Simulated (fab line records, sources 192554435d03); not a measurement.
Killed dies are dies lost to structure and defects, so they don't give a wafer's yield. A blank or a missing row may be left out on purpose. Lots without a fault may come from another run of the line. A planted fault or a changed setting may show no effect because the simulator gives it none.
Which tool did it? | flow n5_finfet | 24 lots, 72 wafers sampled, at 4 steps of a route of 1938

WHAT THE GAUGES READ, wafer by wafer
N5_PMOS_HMC_CHANNEL_EPI_INSPECT_30: inspects for defects (darkfield).
lot  | measured    | on                | raw_defect_count
L074 | day 1 20:58 | defect_inspect-02 | 25 11 19
L075 | day 2 04:04 | defect_inspect-02 | 21 23 30
L076 | day 2 07:49 | defect_inspect-02 | 18 12 16
L077 | day 2 15:46 | defect_inspect-01 | 34 14 23
L078 | day 2 20:19 | defect_inspect-02 | 24 24 24
L079 | day 3 02:29 | defect_inspect-01 | 16 13 13
L080 | day 3 08:41 | defect_inspect-01 | 17 29 14
L081 | day 3 14:41 | defect_inspect-01 | 10 17 29
L082 | day 3 21:37 | defect_inspect-01 | 6 18 12
L083 | day 4 02:59 | defect_inspect-01 | 15 20 25
L084 | day 4 08:52 | defect_inspect-02 | 23 18 19
L085 | day 4 14:26 | defect_inspect-01 | 13 23 13
L086 | day 4 20:20 | defect_inspect-01 | 12 14 23
L087 | day 5 02:47 | defect_inspect-02 | 36 11 34
L088 | day 5 08:58 | defect_inspect-02 | 22 19 24
L089 | day 5 14:52 | defect_inspect-01 | 15 22 9
L090 | day 5 20:28 | defect_inspect-02 | 21 19 11
L091 | day 6 02:23 | defect_inspect-01 | 25 25 23
L092 | day 6 08:20 | defect_inspect-01 | 15 13 19
L093 | day 6 14:25 | defect_inspect-02 | 17 21 30
L094 | day 6 20:24 | defect_inspect-01 | 16 17 16
L095 | day 7 02:33 | defect_inspect-02 | 16 20 16
L096 | day 7 09:04 | defect_inspect-02 | 8 16 13
L097 | day 7 14:09 | defect_inspect-01 | 14 18 14

N5_FIN_SAQP_CD_MEAS_16: target cd 35.6 nm.
lot  | measured    | on        | cd_nm (nm)
L074 | day 1 22:20 | cd_sem-02 | 35.9 36.3 35.6
L075 | day 2 05:20 | cd_sem-01 | 35.5 35.5 35.9
L076 | day 2 09:14 | cd_sem-01 | 35.9 36.0 35.6
L077 | day 2 17:24 | cd_sem-01 | 35.9 36.0 35.5
L078 | day 2 21:43 | cd_sem-02 | 35.6 35.7 35.4
L079 | day 3 04:43 | cd_sem-01 | 35.8 35.6 35.7
L080 | day 3 10:34 | cd_sem-03 | 36.0 36.1 36.4
L081 | day 3 16:05 | cd_sem-01 | 35.4 36.3 35.7
L082 | day 3 22:50 | cd_sem-02 | 35.3 36.4 35.9
L083 | day 4 04:25 | cd_sem-01 | 35.5 35.6 35.8
L084 | day 4 10:16 | cd_sem-01 | 35.5 35.2 35.4
L085 | day 4 16:05 | cd_sem-03 | 36.1 35.5 36.6
L086 | day 4 21:39 | cd_sem-01 | 35.6 35.2 35.5
L087 | day 5 05:26 | cd_sem-01 | 35.8 35.8 36.0
L088 | day 5 10:13 | cd_sem-03 | 35.5 34.8 35.2
L089 | day 5 16:10 | cd_sem-02 | 35.9 35.6 35.9
L090 | day 5 21:50 | cd_sem-01 | 35.3 35.5 35.3
L091 | day 6 03:35 | cd_sem-01 | 35.9 35.6 35.7
L092 | day 6 09:46 | cd_sem-03 | 35.6 36.1 35.8
L093 | day 6 15:48 | cd_sem-01 | 36.2 35.6 35.5
L094 | day 6 21:35 | cd_sem-02 | 35.7 35.7 35.8
L095 | day 7 03:54 | cd_sem-02 | 35.6 35.4 35.7
L096 | day 7 10:20 | cd_sem-03 | 35.6 35.9 35.9
L097 | day 7 15:20 | cd_sem-02 | 36.0 36.1 36.1

WHICH TOOL RAN EACH LOT (tool, then ch and the chambers of the sampled wafers, then the start)
lot  | N5_WELL_APT_EPI_41             | N5_FIN_SAQP_PECVD_47
L074 | epi_rpcvd-04 ch 0, day 1 16:34 | pecvd-01 ch 0,1,2, day 1 21:48
L075 | epi_rpcvd-02 ch 0, day 1 23:56 | pecvd-01 ch 0,1,2, day 2 04:46
L076 | epi_rpcvd-03 ch 0, day 2 03:55 | pecvd-01 ch 0,2, day 2 08:33
L077 | epi_rpcvd-02 ch 0, day 2 11:51 | pecvd-01 ch 0,1,2, day 2 16:52
L078 | epi_rpcvd-04 ch 0, day 2 16:18 | pecvd-03 ch 0,1, day 2 21:00
L079 | epi_rpcvd-03 ch 0, day 2 22:38 | pecvd-02 ch 0,1,2, day 3 04:04
L080 | epi_rpcvd-02 ch 0, day 3 04:51 | pecvd-03 ch 1,2, day 3 09:54
L081 | epi_rpcvd-02 ch 0, day 3 10:54 | pecvd-03 ch 0,2, day 3 15:28
L082 | epi_rpcvd-04 ch 0, day 3 17:34 | pecvd-02 ch 0,1,2, day 3 22:18
L083 | epi_rpcvd-02 ch 0, day 3 23:02 | pecvd-01 ch 0,1,2, day 4 03:53
L084 | epi_rpcvd-04 ch 0, day 4 04:40 | pecvd-02 ch 0,2, day 4 09:44
L085 | epi_rpcvd-02 ch 0, day 4 10:05 | pecvd-01 ch 0,2, day 4 15:26
L086 | epi_rpcvd-04 ch 0, day 4 15:59 | pecvd-03 ch 0,1,2, day 4 21:00
L087 | epi_rpcvd-03 ch 0, day 4 22:11 | pecvd-03 ch 1,2, day 5 04:46
L088 | epi_rpcvd-03 ch 0, day 5 04:53 | pecvd-03 ch 0,1, day 5 09:41
L089 | epi_rpcvd-02 ch 0, day 5 10:32 | pecvd-03 ch 0,1, day 5 15:38
L090 | epi_rpcvd-04 ch 0, day 5 16:39 | pecvd-02 ch 0,1,2, day 5 21:20
L091 | epi_rpcvd-03 ch 0, day 5 22:04 | pecvd-01 ch 1,2, day 6 03:04
L092 | epi_rpcvd-02 ch 0, day 6 04:15 | pecvd-01 ch 0,1,2, day 6 09:07
L093 | epi_rpcvd-04 ch 0, day 6 10:27 | pecvd-01 ch 0,2, day 6 15:08
L094 | epi_rpcvd-02 ch 0, day 6 16:13 | pecvd-02 ch 0,1,2, day 6 21:04
L095 | epi_rpcvd-04 ch 0, day 6 22:20 | pecvd-02 ch 0,2, day 7 03:14
L096 | epi_rpcvd-02 ch 0, day 7 04:01 | pecvd-01 ch 1,2, day 7 09:44
L097 | epi_rpcvd-04 ch 0, day 7 09:49 | pecvd-01 ch 1,2, day 7 14:49
- N5_WELL_APT_EPI_41: deposits Si from SiH4/H2, target thk 50 nm, time 297.7 s.
- N5_FIN_SAQP_PECVD_47: deposits a-Si from SiH4/He, target thk 45 nm, time 36.3 s.

WHAT THE TOOLS THEMSELVES READ (means of the sampled wafers that have a number; where no wafer has one, the mark that the record gives instead)
N5_WELL_APT_EPI_41.
lot  | tool         | throttle_valve_pct (%)
L074 | epi_rpcvd-04 | 11.8
L075 | epi_rpcvd-02 | 11.0
L076 | epi_rpcvd-03 | 10.7
L077 | epi_rpcvd-02 | 11.0
L078 | epi_rpcvd-04 | 11.8
L079 | epi_rpcvd-03 | 10.8
L080 | epi_rpcvd-02 | 10.9
L081 | epi_rpcvd-02 | 10.9
L082 | epi_rpcvd-04 | 11.8
L083 | epi_rpcvd-02 | 11.1
L084 | epi_rpcvd-04 | 11.6
L085 | epi_rpcvd-02 | 10.9
L086 | epi_rpcvd-04 | 11.8
L087 | epi_rpcvd-03 | 10.7
L088 | epi_rpcvd-03 | 10.8
L089 | epi_rpcvd-02 | 11.0
L090 | epi_rpcvd-04 | 11.8
L091 | epi_rpcvd-03 | 11.0
L092 | epi_rpcvd-02 | 11.1
L093 | epi_rpcvd-04 | 11.6
L094 | epi_rpcvd-02 | 10.9
L095 | epi_rpcvd-04 | 11.8
L096 | epi_rpcvd-02 | 11.0
L097 | epi_rpcvd-04 | 11.9

N5_FIN_SAQP_PECVD_47.
lot  | tool     | heater_power_outer_w (W) | heater_power_w (W) | showerhead_plenum_p_Torr (Torr) | showerhead_vpp_V (V) | throttle_valve_pct (%)
L074 | pecvd-01 | 528                      | 846                | 5.66                            | 610                  | 17.5
L075 | pecvd-01 | 450                      | 742                | 5.67                            | 617                  | 17.6
L076 | pecvd-01 | 537                      | 834                | 5.66                            | 590                  | 17.2
L077 | pecvd-01 | 533                      | 837                | 5.66                            | 612                  | 17.6
L078 | pecvd-03 | 536                      | 889                | 5.64                            | 613                  | 17.7
L079 | pecvd-02 | 556                      | 900                | 5.69                            | 646                  | 17.6
L080 | pecvd-03 | 524                      | 897                | 5.57                            | 657                  | 17.4
L081 | pecvd-03 | 543                      | 885                | 5.56                            | 665                  | 17.3
L082 | pecvd-02 | 537                      | 881                | 5.69                            | 643                  | 17.8
L083 | pecvd-01 | 540                      | 865                | 5.66                            | 610                  | 17.4
L084 | pecvd-02 | 527                      | 874                | 5.70                            | 645                  | 17.5
L085 | pecvd-01 | 549                      | 878                | 5.70                            | 564                  | 16.9
L086 | pecvd-03 | 546                      | 877                | 5.60                            | 649                  | 17.5
L087 | pecvd-03 | 527                      | 909                | 5.58                            | 662                  | 17.5
L088 | pecvd-03 | 539                      | 847                | 5.63                            | 622                  | 17.8
L089 | pecvd-03 | 527                      | 827                | 5.63                            | 623                  | 17.7
L090 | pecvd-02 | 505                      | 847                | 5.68                            | 648                  | 17.8
L091 | pecvd-01 | 467                      | 748                | 5.62                            | 631                  | 17.9
L092 | pecvd-01 | 504                      | 800                | 5.66                            | 613                  | 17.5
L093 | pecvd-01 | 517                      | 811                | 5.66                            | 585                  | 17.2
L094 | pecvd-02 | 522                      | 887                | 5.68                            | 644                  | 17.8
L095 | pecvd-02 | 576                      | 970                | 5.68                            | 652                  | 17.9
L096 | pecvd-01 | 494                      | 811                | 5.62                            | 662                  | 18.1
L097 | pecvd-01 | 476                      | 762                | 5.60                            | 631                  | 18.1

THE ANSWER, worked out from the rows above alone
Rule: what is usual is taken from the lots themselves. Put in order of their means at a reading, lots are off if they are a third of the lots or fewer, leave a main group of 4 or more, and stand apart from it by a gap of 3 or more times the standard deviation of the main group's means; of several such gaps the widest counts. A main group whose means are all the same, to the digits that the tables above print for the reading, isn't used. A lot without any number at a reading at which 4 lots or more have one is off too. The other lots that the step has rows for count as sound. The gauges are gone through in route order, then the tools' own readings, and for those a lot's mean is taken as printed above. The first step at which some lot is off is used, and at that step the reading that is off furthest; a lot without a number counts as furthest.
No lot is off at any reading shown: from this, nothing can be told.

WHAT THE SIMULATOR HAD PUT IN
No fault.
